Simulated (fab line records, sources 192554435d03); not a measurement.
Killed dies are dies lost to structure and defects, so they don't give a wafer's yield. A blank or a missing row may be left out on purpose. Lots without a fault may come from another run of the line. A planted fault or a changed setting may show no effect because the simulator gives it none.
Chamber matching | flow n5_finfet | N5_BEOL_M5_DESCUM_33 on rie_diel-03: 4 sister chambers
The step chemistry O2, time 7 s. 8 wafers are shown with their chamber, then 7 later ones without.

WAFERS WITH THEIR CHAMBER
wafer  | chamber | drypump_motor_current_A (A) | throttle_valve_pct (%)
L080.5 | 0       | 5.3                         | 20.72
L082.5 | 1       | 5.9                         | 20.37
L087.5 | 3       | 4.8                         | 20.63
L088.2 | 2       | 5.4                         | 20.78
L088.3 | 1       | 5.9                         | 20.40
L088.5 | 2       | 5.4                         | 20.78
L090.3 | 0       | 5.2                         | 20.37
L090.5 | 3       | 4.7                         | 20.66

WAFERS WITHOUT THEIR CHAMBER
wafer  | drypump_motor_current_A (A) | throttle_valve_pct (%)
L090.6 | 5.4                         | 20.78
L092.2 | 4.8                         | 20.66
L092.3 | 5.9                         | 20.39
L092.5 | 5.2                         | 20.36
L096.3 | 5.4                         | 20.80
L096.4 | 5.9                         | 20.44
L096.5 | 4.7                         | 20.66

WHICH CHAMBER EACH WENT THROUGH
wafer  | from the rows above | in truth
L090.6 | 2                   | 2
L092.2 | 3                   | 3
L092.3 | 1                   | 1
L092.5 | 0                   | 0
L096.3 | 2                   | 2
L096.4 | 1                   | 1
L096.5 | 3                   | 3
Placed correctly: 7 of 7. Can't be placed from these rows: 0. Placed wrongly: 0.
How it was worked out, from the rows above alone: a wafer's distance from a chamber is the root of the sum, over the readings, of the square of ((its reading less the chamber's mean) divided by the reading's scatter). The wafer belongs to the nearest chamber; if the next one is less than 2 further off, it can't be placed. A chamber's mean is the mean of its shown wafers. The scatter: the root of (the sum of the squares of (reading less its chamber's mean) over the shown wafers, divided by (wafers less chambers)).
